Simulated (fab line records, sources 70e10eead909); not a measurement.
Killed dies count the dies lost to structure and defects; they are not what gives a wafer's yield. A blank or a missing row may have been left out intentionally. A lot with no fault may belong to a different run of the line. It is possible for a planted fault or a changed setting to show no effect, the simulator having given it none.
Chamber matching -- flow nand_harc -- NHARC_A_M0_PRE_CLEAN_31 on pecvd-03 has 3 sister chambers
The step time 12 s. 3 wafers are shown with their chamber, then 7 later ones without.

## WAFERS PAIRED WITH THEIR CHAMBERS
wafer,chamber,heater_power_w (W)
L083.3,0,753
L088.1,1,641
L088.2,2,541

## WAFERS WHOSE CHAMBER IS MISSING
wafer,heater_power_w (W)
L088.4,540
L087.3,703
L087.4,707
L087.5,704
L093.3,758
L093.5,610
L093.6,760

## THE CHAMBER EACH PASSED THROUGH
wafer,from the rows above,in truth
L088.4,2,2
L087.3,can't be placed: 0 or 1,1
L087.4,can't be placed: 0 or 1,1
L087.5,can't be placed: 0 or 1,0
L093.3,0,0
L093.5,can't be placed: 1 or 2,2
L093.6,0,0
3 of 7 placed correctly. From these rows, 4 cannot be placed; in 4 the true chamber is one of the candidates. Wrongly placed: 0.
How it was worked out, from the rows above alone: a wafer's distance from a chamber is the root of the sum, over the readings, of the square of ((its reading less the chamber's mean) divided by the reading's scatter). If the next closest chamber is less than 2 further off than the closest, the wafer can't be placed; otherwise it belongs to the closest. A chamber's mean is the mean of its shown wafers. The scatter: with one shown wafer a chamber, the root of the mean of the squares of how far each hidden wafer lies from its nearest shown one.
